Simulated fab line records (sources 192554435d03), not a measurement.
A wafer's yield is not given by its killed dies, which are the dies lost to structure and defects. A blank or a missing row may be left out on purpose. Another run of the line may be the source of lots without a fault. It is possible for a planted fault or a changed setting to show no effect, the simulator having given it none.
fab line records	flow n5_finfet
[record] lots = 24	wafers = 72	last_day = 19
route steps=1938 shown MOL_CONTACT_COAG@603 BEOL_M0_SAQP@633
lots with no fault: from the same line, run without faults
start_h: start of the lot's first displayed wafer, in hours after the record's first day	wait_h: how many hours have passed since the lot's step before this one	" same as the row above	L1.1+2: a single row standing in for several wafers	- no value present, or no start provided	* or withheld: withheld	< > ~ a bound
route shown NAME@n: names a module that has steps shown in the file, with the first one's number in the route	usual: mean/standard deviation of fault-free wafers	same: alike in all rows	chamber/n: place in a boat	sites: readings site by site	_std_site: how widely they spread, as a standard deviation	_edge_site: the outer-site mean with the inner-site mean subtracted	radius_mm: how far each site lies from the wafer's centre	mask NAME#n: copy n	behind: the tool/chamber that last shaped the wafer	hold: cause of the lot's hold/its duration in hours/its outcome	device: names the non-switching transistor (n, p or np)	end of line: the route-end tests of the same wafers	where a step has no rows: the recipe by itself	killed: count of dies lost to structure and defects at first sort (not the wafer's yield)	map: shows each die of a wafer: x if killed, . if not, _ if none is there
set.NAME: setting as actually run; set.NAME@STEP: the setting as run at that earlier step	model.NAME: the simulator's own value behind a step, which no gauge read
the route's steps for a sample of lots (tables are steps, rows are wafers)
services: when a tool's chamber went out of use (start_h, in hours from the record's first day, below 0 if earlier), for how many hours, and the reason
[[steps]]
[step N5_MOL_CONTACT_COAG_OVL_MEAS_41]
[recipe] points_per_wafer = 522
[usual] VD_OVL = 0.4/0.7
lot.wafer	tool	chamber	start_h	wait_h	VD_OVL[nm]
L074.2	overlay-02	0	101.95	0.0	1.6
L074.3	"	0	"	"	0.9
L074.5	"	0	"	"	0.8
L075.3	overlay-01	0	104.71	0.0	0.0
L075.4	"	0	"	"	0.4
L075.6	"	0	"	"	0.3
L076.1	overlay-01	0	113.86	0.0	0.1
L076.2	"	0	"	"	0.3
L076.6	"	0	"	"	0.1
L077.3	overlay-01	0	120.96	0.0	0.6
L077.4	"	0	"	"	0.8
L077.5	"	0	"	"	1.1
L078.1	overlay-02	0	121.09	0.0	-0.2
L078.2	"	0	"	"	-0.7
L078.4	"	0	"	"	-0.2
L079.1	overlay-01	0	131.66	0.0	0.7
L079.3	"	0	"	"	1.4
L079.6	"	0	"	"	1.2
L080.1	overlay-01	0	135.88	0.0	0.1
L080.2	"	0	"	"	0.2
L080.6	"	0	"	"	0.2
L081.1	overlay-01	0	142.29	0.0	0.7
L081.4	"	0	"	"	0.3
L081.6	"	0	"	"	0.4
L082.2	overlay-02	0	152.96	0.0	-0.3
L082.4	"	0	"	"	-0.6
L082.5	"	0	"	"	-0.7
L083.2	overlay-01	0	153.64	0.0	-0.4
L083.3	"	0	"	"	-0.7
L083.4	"	0	"	"	0.5
L084.4	overlay-01	0	167.14	0.0	1.1
L084.5	"	0	"	"	1.1
L084.6	"	0	"	"	0.8
L085.3	overlay-02	0	167.19	0.0	0.7
L085.4	"	0	"	"	2.0
L085.5	"	0	"	"	0.7
L086.1	overlay-02	0	170.83	0.0	-0.1
L086.3	"	0	"	"	1.0
L086.5	"	0	"	"	1.1
L087.3	overlay-02	0	177.04	0.0	1.0
L087.4	"	0	"	"	-0.3
L087.6	"	0	"	"	0.0
L088.1	overlay-01	0	185.22	0.0	-0.6
L088.3	"	0	"	"	-0.3
L088.4	"	0	"	"	0.0
L089.1	overlay-02	0	190.97	0.0	0.1
L089.2	"	0	"	"	0.7
L089.6	"	0	"	"	1.0
L090.1	overlay-02	0	195.70	0.0	0.1
L090.2	"	0	"	"	2.0
L090.4	"	0	"	"	1.0
L091.4	overlay-02	0	202.29	0.0	-0.9
L091.5	"	0	"	"	-0.2
L091.6	"	0	"	"	0.0
L092.1	overlay-02	0	205.24	0.0	-0.4
L092.3	"	0	"	"	0.0
L092.4	"	0	"	"	0.3
L093.1	overlay-01	0	214.32	0.0	0.6
L093.2	"	0	"	"	0.6
L093.5	"	0	"	"	-0.1
L094.1	overlay-01	0	220.96	0.0	0.6
L094.3	"	0	"	"	0.8
L094.5	"	0	"	"	1.2
L095.4	overlay-02	0	231.37	0.0	1.4
L095.5	"	0	"	"	1.3
L095.6	"	0	"	"	0.9
L096.3	overlay-01	0	233.53	0.0	2.2
L096.5	"	0	"	"	1.3
L096.6	"	0	"	"	1.2
L097.2	overlay-01	0	244.09	0.0	-0.5
L097.3	"	0	"	"	-0.6
L097.5	"	0	"	"	0.5
[step N5_MOL_CONTACT_COAG_INSPECT_42]
[recipe] mode = adi	inspect_instrument = brightfield
[usual] raw_defect_count = 204/47
lot.wafer	tool	chamber	start_h	wait_h	raw_defect_count
L074.2	defect_inspect-01	-	102.00	0.0	238
L074.3	"	-	"	"	239
L074.5	"	-	"	"	191
L075.3	defect_inspect-01	-	104.75	0.0	203
L075.4	"	-	"	"	170
L075.6	"	-	"	"	220
L076.1	defect_inspect-02	-	113.92	0.1	203
L076.2	"	-	"	"	208
L076.6	"	-	"	"	179
L077.3	defect_inspect-02	-	121.00	0.0	172
L077.4	"	-	"	"	267
L077.5	"	-	"	"	259
L078.1	defect_inspect-01	-	121.15	0.1	263
L078.2	"	-	"	"	216
L078.4	"	-	"	"	184
L079.1	defect_inspect-02	-	131.72	0.1	186
L079.3	"	-	"	"	205
L079.6	"	-	"	"	217
L080.1	defect_inspect-01	-	135.94	0.1	230
L080.2	"	-	"	"	269
L080.6	"	-	"	"	235
L081.1	defect_inspect-01	-	142.35	0.1	180
L081.4	"	-	"	"	213
L081.6	"	-	"	"	226
L082.2	defect_inspect-01	-	153.01	0.0	198
L082.4	"	-	"	"	145
L082.5	"	-	"	"	134
L083.2	defect_inspect-01	-	153.69	0.0	185
L083.3	"	-	"	"	214
L083.4	"	-	"	"	215
L084.4	defect_inspect-02	-	167.18	0.0	211
L084.5	"	-	"	"	134
L084.6	"	-	"	"	235
L085.3	defect_inspect-01	-	167.24	0.0	170
L085.4	"	-	"	"	152
L085.5	"	-	"	"	125
L086.1	defect_inspect-01	-	170.90	0.1	200
L086.3	"	-	"	"	218
L086.5	"	-	"	"	268
L087.3	defect_inspect-01	-	177.09	0.0	212
L087.4	"	-	"	"	168
L087.6	"	-	"	"	223
L088.1	defect_inspect-02	-	185.28	0.1	279
L088.3	"	-	"	"	206
L088.4	"	-	"	"	232
L089.1	defect_inspect-02	-	191.03	0.1	165
L089.2	"	-	"	"	233
L089.6	"	-	"	"	230
L090.1	defect_inspect-02	-	195.76	0.1	200
L090.2	"	-	"	"	263
L090.4	"	-	"	"	213
L091.4	defect_inspect-02	-	202.33	0.0	171
L091.5	"	-	"	"	132
L091.6	"	-	"	"	129
L092.1	defect_inspect-02	-	205.30	0.1	189
L092.3	"	-	"	"	224
L092.4	"	-	"	"	156
L093.1	defect_inspect-01	-	214.38	0.1	240
L093.2	"	-	"	"	141
L093.5	"	-	"	"	185
L094.1	defect_inspect-02	-	221.02	0.1	256
L094.3	"	-	"	"	245
L094.5	"	-	"	"	327
L095.4	defect_inspect-01	-	231.41	0.0	302
L095.5	"	-	"	"	232
L095.6	"	-	"	"	233
L096.3	defect_inspect-02	-	233.58	0.0	335
L096.5	"	-	"	"	202
L096.6	"	-	"	"	216
L097.2	defect_inspect-01	-	244.15	0.0	201
L097.3	"	-	"	"	287
L097.5	"	-	"	"	253
[step N5_MOL_CONTACT_COAG_ETCHBACK_134]
[recipe] chemistry = CHF3	target = SiO2	target_depth_a = 100	time_s = 6.7	ion_energy_ev = 200	pressure_mtorr = 30	source_w = 610	bias_w = 170	Ar_flow_sccm = 200	CHF3_flow_sccm = 50
[usual] drypump_motor_current_A = 5.6/0.43	oes_product_au = 0.79/0.059	rf_vpp_V = 526/17	showerhead_plenum_p_Torr = 2.37/0.086	throttle_valve_pct = 18.71/0.11
[same] time_s = 6.7
lot.wafer	tool	chamber	start_h	wait_h	drypump_motor_current_A	oes_product_au	rf_hours_counter_h	rf_vpp_V	showerhead_plenum_p_Torr	throttle_valve_pct
L074.2	rie_diel-04	1	102.39	0.1	5.8	0.81	107	541	2.43	18.71
L074.3	"	3	"	"	5.6	0.73	171	524	2.47	18.67
L074.5	"	0	"	"	5.5	0.72	-	522	2.25	18.64
L075.3	rie_diel-02	3	105.53	0.1	4.9	0.89	23	528	2.42	18.61
L075.4	"	2	"	"	5.8	0.79	75	512	2.54	18.74
L075.6	"	0	"	"	6.1	0.82	-	549	2.28	18.64
L076.1	rie_diel-02	2	114.32	0.1	5.8	0.79	78	512	2.54	18.75
L076.2	"	0	"	"	6.2	0.82	101	551	2.28	18.64
L076.6	"	2	"	"	5.8	0.79	-	510	2.54	18.75
L077.3	rie_diel-01	0	121.41	0.1	6.2	0.77	107	493	2.29	18.73
L077.4	"	3	"	"	5.4	0.78	110	549	2.31	18.89
L077.5	"	2	"	"	5.6	0.81	-	513	2.38	18.43
L078.1	rie_diel-04	1	121.74	0.2	5.8	0.79	115	542	2.42	18.73
L078.2	"	3	"	"	5.7	0.73	178	526	2.47	18.70
L078.4	"	3	"	"	5.7	0.73	-	524	2.46	18.70
L079.1	rie_diel-04	2	132.25	0.2	4.7	0.96	3	495	2.44	18.76
L079.3	"	3	"	"	5.7	0.74	182	524	2.46	18.69
L079.6	"	2	"	"	4.7	0.98	-	495	2.44	18.74
L080.1	rie_diel-02	0	136.39	0.2	6.1	0.80	106	551	2.28	18.65
L080.2	"	2	"	"	5.8	0.78	84	512	2.54	18.76
L080.6	"	3	"	"	4.9	0.87	-	526	2.41	18.63
L081.1	rie_diel-04	1	142.81	0.1	5.8	0.79	123	540	2.42	18.74
L081.4	"	0	"	"	5.5	0.70	230	523	2.25	18.66
L081.6	"	1	"	"	5.8	0.80	-	541	2.42	18.74
L082.2	rie_diel-02	0	153.51	0.1	6.1	0.80	112	551	2.28	18.66
L082.4	"	3	"	"	4.8	0.86	38	528	2.41	18.65
L082.5	"	2	"	"	5.8	0.76	-	512	2.53	18.76
L083.2	rie_diel-04	0	154.14	0.1	5.6	0.69	232	522	2.25	18.67
L083.3	"	3	"	"	5.7	0.71	187	524	2.46	18.71
L083.4	"	1	"	"	5.8	0.78	125	541	2.42	18.76
L084.4	rie_diel-04	2	167.80	0.1	4.7	0.93	13	495	2.44	18.78
L084.5	"	3	"	"	5.7	0.71	-	525	2.46	18.73
L084.6	"	2	"	"	4.8	0.93	-	496	2.44	18.77
L085.3	rie_diel-04	0	168.14	0.2	5.6	0.70	236	524	2.25	18.68
L085.4	"	1	"	"	5.8	0.78	129	541	2.42	18.75
L085.5	"	0	"	"	5.6	0.70	-	523	2.25	18.70
L086.1	rie_diel-01	2	171.70	0.2	5.7	0.80	88	512	2.38	18.45
L086.3	"	3	"	"	5.4	0.77	127	545	2.30	18.91
L086.5	"	0	"	"	6.2	0.76	-	493	2.28	18.77
L087.3	rie_diel-02	2	177.48	0.1	5.8	0.76	99	512	2.53	18.78
L087.4	"	3	"	"	4.9	0.85	47	527	2.41	18.66
L087.6	"	3	"	"	4.9	0.85	-	528	2.41	18.64
L088.1	rie_diel-01	0	185.89	0.1	6.2	0.76	129	493	2.28	18.77
L088.3	"	2	"	"	5.6	0.80	93	512	2.37	18.46
L088.4	"	1	"	"	5.8	0.80	100	535	2.32	18.61
L089.1	rie_diel-04	1	191.37	0.1	5.8	0.78	136	541	2.42	18.77
L089.2	"	2	"	"	4.8	0.91	21	494	2.44	18.78
L089.6	"	3	"	"	5.6	0.71	-	524	2.46	18.73
L090.1	rie_diel-01	3	196.11	0.1	5.5	0.76	136	546	2.30	18.94
L090.2	"	0	"	"	6.3	0.75	133	494	2.28	18.78
L090.4	"	2	"	"	5.6	0.79	96	512	2.37	18.45
L091.4	rie_diel-01	1	202.90	0.0	5.8	0.80	105	537	2.32	18.63
L091.5	"	3	"	"	5.4	0.76	-	546	2.30	18.91
L091.6	"	2	"	"	5.6	0.79	-	511	2.37	18.47
L092.1	rie_diel-02	3	205.88	0.1	4.9	0.84	54	528	2.40	18.68
L092.3	"	0	"	"	6.1	0.79	131	550	2.27	18.70
L092.4	"	1	"	"	5.2	0.75	133	534	2.40	18.77
L093.1	rie_diel-01	2	215.20	0.1	5.6	0.78	101	511	2.37	18.46
L093.2	"	1	"	"	5.7	0.79	108	536	2.32	18.61
L093.5	"	3	"	"	5.4	0.75	-	546	2.30	18.93
L094.1	rie_diel-02	3	221.43	0.1	4.8	0.84	61	526	2.40	18.69
L094.3	"	2	"	"	5.8	0.76	115	511	2.52	18.81
L094.5	"	1	"	"	5.2	0.76	-	533	2.40	18.78
L095.4	rie_diel-02	3	232.02	0.0	4.9	0.83	65	527	2.40	18.69
L095.5	"	1	"	"	5.2	0.75	-	534	2.40	18.76
L095.6	"	0	"	"	6.1	0.77	-	550	2.27	18.71
L096.3	rie_diel-01	2	234.62	0.1	5.6	0.79	109	513	2.37	18.48
L096.5	"	0	"	"	6.2	0.76	-	493	2.27	18.81
L096.6	"	3	"	"	5.4	0.76	-	546	2.29	18.93
L097.2	rie_diel-02	3	244.50	0.1	4.9	0.83	69	528	2.40	18.69
L097.3	"	1	"	"	5.2	0.74	148	535	2.40	18.77
L097.5	"	3	"	"	4.9	0.83	-	527	2.40	18.70
[step N5_MOL_CONTACT_COAG_ETCHBACK_136]
[recipe] chemistry = CHF3	target = SiO2	target_depth_a = 250	time_s = 16.7	ion_energy_ev = 200	pressure_mtorr = 30	source_w = 610	bias_w = 170	Ar_flow_sccm = 200	CHF3_flow_sccm = 50
[usual] drypump_motor_current_A = 5.6/0.43	oes_product_au = 0.78/0.057	rf_vpp_V = 526/18	showerhead_plenum_p_Torr = 2.37/0.086	throttle_valve_pct = 18.71/0.11
[same] time_s = 16.7
lot.wafer	tool	chamber	start_h	wait_h	drypump_motor_current_A	oes_product_au	rf_hours_counter_h	rf_vpp_V	showerhead_plenum_p_Torr	throttle_valve_pct
L074.2	rie_diel-04	1	102.52	0.0	5.7	0.80	107	540	2.43	18.69
L074.3	"	3	"	"	5.6	0.74	171	525	2.47	18.67
L074.5	"	0	"	"	5.6	0.73	-	524	2.25	18.63
L075.3	rie_diel-02	3	105.66	0.0	4.9	0.89	23	528	2.41	18.61
L075.4	"	2	"	"	5.8	0.79	75	510	2.54	18.73
L075.6	"	0	"	"	6.1	0.82	-	550	2.29	18.64
L076.1	rie_diel-02	2	114.45	0.0	5.8	0.79	78	514	2.54	18.74
L076.2	"	0	"	"	6.1	0.81	101	551	2.28	18.65
L076.6	"	2	"	"	5.8	0.79	-	512	2.54	18.75
L077.3	rie_diel-01	0	121.53	0.0	6.2	0.77	107	494	2.29	18.73
L077.4	"	3	"	"	5.4	0.78	110	547	2.31	18.87
L077.5	"	2	"	"	5.6	0.81	-	512	2.38	18.41
L078.1	rie_diel-04	1	121.86	0.0	5.8	0.80	115	541	2.42	18.74
L078.2	"	3	"	"	5.7	0.72	178	525	2.47	18.69
L078.4	"	3	"	"	5.7	0.73	-	526	2.46	18.68
L079.1	rie_diel-04	2	132.37	0.0	4.8	0.95	3	495	2.44	18.76
L079.3	"	3	"	"	5.6	0.73	182	524	2.46	18.70
L079.6	"	2	"	"	4.7	0.96	-	494	2.44	18.75
L080.1	rie_diel-02	0	136.51	0.0	6.2	0.81	106	550	2.28	18.65
L080.2	"	2	"	"	5.8	0.78	84	511	2.54	18.78
L080.6	"	3	"	"	4.9	0.87	-	526	2.41	18.63
L081.1	rie_diel-04	1	142.94	0.0	5.8	0.79	123	541	2.42	18.76
L081.4	"	0	"	"	5.5	0.71	231	523	2.25	18.68
L081.6	"	1	"	"	5.8	0.78	-	540	2.42	18.75
L082.2	rie_diel-02	0	153.64	0.0	6.1	0.81	112	549	2.28	18.67
L082.4	"	3	"	"	4.8	0.87	38	527	2.41	18.64
L082.5	"	2	"	"	5.8	0.77	-	512	2.53	18.77
L083.2	rie_diel-04	0	154.26	0.0	5.6	0.70	232	523	2.25	18.67
L083.3	"	3	"	"	5.7	0.72	187	526	2.46	18.70
L083.4	"	1	"	"	5.8	0.79	125	542	2.42	18.76
L084.4	rie_diel-04	2	167.93	0.0	4.8	0.91	13	495	2.44	18.76
L084.5	"	3	"	"	5.7	0.71	-	525	2.46	18.72
L084.6	"	2	"	"	4.7	0.93	-	495	2.44	18.77
L085.3	rie_diel-04	0	168.27	0.0	5.6	0.70	236	523	2.25	18.69
L085.4	"	1	"	"	5.8	0.78	129	541	2.42	18.75
L085.5	"	0	"	"	5.6	0.70	-	522	2.25	18.68
L086.1	rie_diel-01	2	171.82	0.0	5.6	0.80	88	510	2.38	18.44
L086.3	"	3	"	"	5.4	0.77	127	547	2.30	18.90
L086.5	"	0	"	"	6.3	0.74	-	495	2.28	18.75
L087.3	rie_diel-02	2	177.60	0.0	5.8	0.75	99	511	2.53	18.79
L087.4	"	3	"	"	4.8	0.85	47	529	2.41	18.66
L087.6	"	3	"	"	4.9	0.84	-	528	2.41	18.65
L088.1	rie_diel-01	0	186.01	0.0	6.3	0.76	129	493	2.28	18.78
L088.3	"	2	"	"	5.6	0.80	93	511	2.37	18.45
L088.4	"	1	"	"	5.8	0.80	100	537	2.32	18.60
L089.1	rie_diel-04	1	191.50	0.0	5.7	0.77	136	541	2.42	18.77
L089.2	"	2	"	"	4.7	0.91	21	495	2.44	18.79
L089.6	"	3	"	"	5.6	0.71	-	524	2.46	18.73
L090.1	rie_diel-01	3	196.23	0.0	5.4	0.76	136	545	2.30	18.93
L090.2	"	0	"	"	6.2	0.76	133	492	2.28	18.77
L090.4	"	2	"	"	5.6	0.80	96	511	2.37	18.49
L091.4	rie_diel-01	1	203.03	0.0	5.7	0.80	105	536	2.32	18.62
L091.5	"	3	"	"	5.4	0.76	-	547	2.30	18.93
L091.6	"	2	"	"	5.6	0.79	-	511	2.37	18.47
L092.1	rie_diel-02	3	206.01	0.0	4.9	0.84	55	528	2.40	18.67
L092.3	"	0	"	"	6.1	0.78	131	551	2.27	18.69
L092.4	"	1	"	"	5.2	0.76	133	535	2.40	18.76
L093.1	rie_diel-01	2	215.32	0.0	5.7	0.78	101	512	2.37	18.45
L093.2	"	1	"	"	5.8	0.78	108	537	2.32	18.63
L093.5	"	3	"	"	5.4	0.75	-	548	2.30	18.93
L094.1	rie_diel-02	3	221.55	0.0	4.8	0.84	61	529	2.40	18.67
L094.3	"	2	"	"	5.8	0.75	115	511	2.52	18.81
L094.5	"	1	"	"	5.2	0.75	-	534	2.40	18.77
L095.4	rie_diel-02	3	232.15	0.0	4.9	0.83	65	527	2.40	18.68
L095.5	"	1	"	"	5.2	0.75	-	535	2.40	18.78
L095.6	"	0	"	"	6.2	0.78	-	550	2.27	18.72
L096.3	rie_diel-01	2	234.74	0.0	5.6	0.77	109	511	2.37	18.47
L096.5	"	0	"	"	6.2	0.74	-	493	2.27	18.80
L096.6	"	3	"	"	5.4	0.74	-	547	2.29	18.93
L097.2	rie_diel-02	3	244.63	0.0	4.9	0.83	69	526	2.40	18.69
L097.3	"	1	"	"	5.2	0.74	148	534	2.40	18.78
L097.5	"	3	"	"	4.9	0.82	-	526	2.40	18.68
[step N5_MOL_CONTACT_COAG_INSPECT_97]
[recipe] inspect_instrument = darkfield	mode = post_anneal
[usual] raw_defect_count = 43/16
lot.wafer	tool	chamber	start_h	wait_h	raw_defect_count
L074.2	defect_inspect-01	-	106.72	0.0	39
L074.3	"	-	"	"	31
L074.5	"	-	"	"	35
L075.3	defect_inspect-02	-	109.88	0.1	34
L075.4	"	-	"	"	65
L075.6	"	-	"	"	37
L076.1	defect_inspect-02	-	118.68	0.0	16
L076.2	"	-	"	"	19
L076.6	"	-	"	"	17
L077.3	defect_inspect-02	-	125.76	0.1	29
L077.4	"	-	"	"	48
L077.5	"	-	"	"	41
L078.1	defect_inspect-01	-	128.72	0.0	35
L078.2	"	-	"	"	32
L078.4	"	-	"	"	31
L079.1	defect_inspect-02	-	136.57	0.0	55
L079.3	"	-	"	"	35
L079.6	"	-	"	"	28
L080.1	defect_inspect-01	-	140.71	0.0	45
L080.2	"	-	"	"	49
L080.6	"	-	"	"	54
L081.1	defect_inspect-01	-	147.12	0.0	41
L081.4	"	-	"	"	42
L081.6	"	-	"	"	40
L082.2	defect_inspect-01	-	157.85	0.0	39
L082.4	"	-	"	"	40
L082.5	"	-	"	"	23
L083.2	defect_inspect-02	-	160.85	0.0	31
L083.3	"	-	"	"	28
L083.4	"	-	"	"	35
L084.4	defect_inspect-01	-	172.19	0.1	78
L084.5	"	-	"	"	75
L084.6	"	-	"	"	49
L085.3	defect_inspect-01	-	175.17	0.1	25
L085.4	"	-	"	"	28
L085.5	"	-	"	"	22
L086.1	defect_inspect-01	-	178.13	0.0	47
L086.3	"	-	"	"	46
L086.5	"	-	"	"	26
L087.3	defect_inspect-02	-	181.82	0.1	39
L087.4	"	-	"	"	66
L087.6	"	-	"	"	32
L088.1	defect_inspect-01	-	190.35	0.0	35
L088.3	"	-	"	"	32
L088.4	"	-	"	"	28
L089.1	defect_inspect-01	-	195.69	0.0	81
L089.2	"	-	"	"	42
L089.6	"	-	"	"	78
L090.1	defect_inspect-02	-	200.45	0.0	39
L090.2	"	-	"	"	41
L090.4	"	-	"	"	28
L091.4	defect_inspect-02	-	207.26	0.1	51
L091.5	"	-	"	"	51
L091.6	"	-	"	"	77
L092.1	defect_inspect-02	-	210.20	0.0	51
L092.3	"	-	"	"	53
L092.4	"	-	"	"	59
L093.1	defect_inspect-02	-	219.52	0.0	28
L093.2	"	-	"	"	37
L093.5	"	-	"	"	31
L094.1	defect_inspect-01	-	225.76	0.0	38
L094.3	"	-	"	"	39
L094.5	"	-	"	"	58
L095.4	defect_inspect-01	-	236.40	0.1	27
L095.5	"	-	"	"	26
L095.6	"	-	"	"	36
L096.3	defect_inspect-02	-	239.38	0.1	19
L096.5	"	-	"	"	44
L096.6	"	-	"	"	22
L097.2	defect_inspect-02	-	248.84	0.1	65
L097.3	"	-	"	"	58
L097.5	"	-	"	"	44
[step N5_BEOL_M0_SAQP_ILD_DEP_01]
[recipe] material = SiOC	target_thk_a = 454.19	temp_c = 350	precursor = DEMS/O2	pressure_torr = 5	rf_w = 500	time_s = 8.7
[usual] heater_power_w = 430/51	showerhead_plenum_p_Torr = 5.691/0.012	throttle_valve_pct = 12.2/0.87
[same] time_s = 8.7
lot.wafer	tool	chamber	start_h	wait_h	heater_power_w	showerhead_plenum_p_Torr	throttle_valve_pct
L074.2	pecvd-03	1	107.05	0.0	417	5.701	12.7
L074.3	"	0	"	"	547	5.698	12.6
L074.5	"	1	"	"	419	5.686	12.5
L075.3	pecvd-03	0	110.20	0.0	524	5.706	12.5
L075.4	"	0	"	"	542	5.700	12.6
L075.6	"	2	"	"	362	5.703	10.7
L076.1	pecvd-03	0	119.04	0.0	515	5.690	12.6
L076.2	"	2	"	"	446	5.697	10.9
L076.6	"	2	"	"	435	5.708	10.7
L077.3	pecvd-03	0	126.08	0.0	536	5.704	12.7
L077.4	"	0	"	"	518	5.701	12.4
L077.5	"	1	"	"	378	5.684	12.5
L078.1	pecvd-02	0	129.08	0.0	428	5.675	12.6
L078.2	"	1	"	"	415	5.692	13.3
L078.4	"	2	"	"	498	5.706	11.5
L079.1	pecvd-01	0	136.93	0.0	459	5.687	11.5
L079.3	"	2	"	"	326	5.685	11.6
L079.6	"	1	"	"	410	5.697	13.2
L080.1	pecvd-01	2	141.07	0.0	400	5.671	11.1
L080.2	"	0	"	"	502	5.706	11.5
L080.6	"	2	"	"	395	5.678	11.4
L081.1	pecvd-01	0	147.48	0.0	531	5.695	11.5
L081.4	"	2	"	"	374	5.672	11.8
L081.6	"	0	"	"	510	5.680	11.5
L082.2	pecvd-02	2	158.19	0.0	380	5.689	11.5
L082.4	"	1	"	"	417	5.689	13.1
L082.5	"	2	"	"	394	5.694	11.9
L083.2	pecvd-03	2	161.19	0.0	348	5.695	10.7
L083.3	"	1	"	"	400	5.678	12.8
L083.4	"	2	"	"	344	5.689	10.9
L084.4	pecvd-02	0	172.50	0.0	404	5.685	12.8
L084.5	"	1	"	"	381	5.677	13.3
L084.6	"	2	"	"	415	5.699	11.5
L085.3	pecvd-02	2	175.50	0.0	416	5.681	11.7
L085.4	"	2	"	"	427	5.695	11.6
L085.5	"	0	"	"	448	5.672	13.2
L086.1	pecvd-01	0	178.49	0.0	531	5.682	11.4
L086.3	"	1	"	"	385	5.700	13.4
L086.5	"	0	"	"	530	5.689	11.9
L087.3	pecvd-03	1	182.14	0.0	391	5.673	12.7
L087.4	"	0	"	"	477	5.702	12.5
L087.6	"	1	"	"	401	5.695	12.9
L088.1	pecvd-03	1	190.72	0.0	403	5.676	12.9
L088.3	"	0	"	"	514	5.699	12.8
L088.4	"	2	"	"	425	5.705	10.8
L089.1	pecvd-02	2	196.05	0.0	455	5.672	11.6
L089.2	"	1	"	"	408	5.684	13.1
L089.6	"	2	"	"	450	5.706	11.6
L090.1	pecvd-02	0	200.81	0.0	432	5.669	13.0
L090.2	"	2	"	"	472	5.689	11.9
L090.4	"	2	"	"	477	5.695	11.5
L091.4	pecvd-01	0	207.58	0.0	468	5.691	11.4
L091.5	"	2	"	"	357	5.678	11.8
L091.6	"	1	"	"	437	5.704	13.4
L092.1	pecvd-02	2	210.56	0.0	461	5.701	11.6
L092.3	"	0	"	"	412	5.680	12.9
L092.4	"	2	"	"	467	5.689	11.6
L093.1	pecvd-03	2	219.87	0.0	357	5.700	11.1
L093.2	"	0	"	"	508	5.703	12.7
L093.5	"	1	"	"	393	5.684	12.6
L094.1	pecvd-01	0	226.12	0.0	476	5.687	11.5
L094.3	"	2	"	"	378	5.667	11.7
L094.5	"	0	"	"	465	5.695	11.8
L095.4	pecvd-03	1	236.71	0.0	409	5.695	12.7
L095.5	"	2	"	"	412	5.708	11.0
L095.6	"	0	"	"	486	5.688	12.6
L096.3	pecvd-03	2	239.69	0.0	389	5.696	10.8
L096.5	"	1	"	"	397	5.700	12.5
L096.6	"	2	"	"	385	5.692	11.0
L097.2	pecvd-01	2	249.18	0.0	379	5.670	11.6
L097.3	"	0	"	"	503	5.691	11.7
L097.5	"	0	"	"	515	5.676	11.5
[[services]]
tool	chamber	start_h	hours	kind
rie_diel-04	3	85.35	15.4	repair
pecvd-01	-	88.76	2.8	repair
rie_diel-01	3	89.17	31.4	repair
pecvd-02	0	93.59	4.7	repair
pecvd-01	-	94.07	6.0	pm
rie_diel-04	2	100.77	-	clean
rie_diel-04	2	100.77	-	consumable_replace:focus_ring
rie_diel-04	2	100.77	24.5	scheduled_down
rie_diel-04	2	100.77	24.5	vent_cycle
pecvd-02	-	101.28	1.1	repair
pecvd-02	2	110.89	8.5	repair
rie_diel-01	-	116.22	0.3	repair
pecvd-02	0	131.36	4.5	repair
rie_diel-04	-	134.04	2.8	pm
pecvd-01	2	180.44	14.7	repair
rie_diel-02	2	180.71	1.5	repair
rie_diel-02	3	182.82	5.4	repair
pecvd-01	-	196.23	0.5	repair
rie_diel-04	0	204.10	-	clean
rie_diel-04	0	204.10	-	consumable_replace:focus_ring
rie_diel-04	0	204.10	-	consumable_replace:showerhead
rie_diel-01	-	205.96	2.7	repair
rie_diel-04	1	218.53	47.5	repair
pecvd-01	-	219.58	1.3	repair
[[key]]
fault none
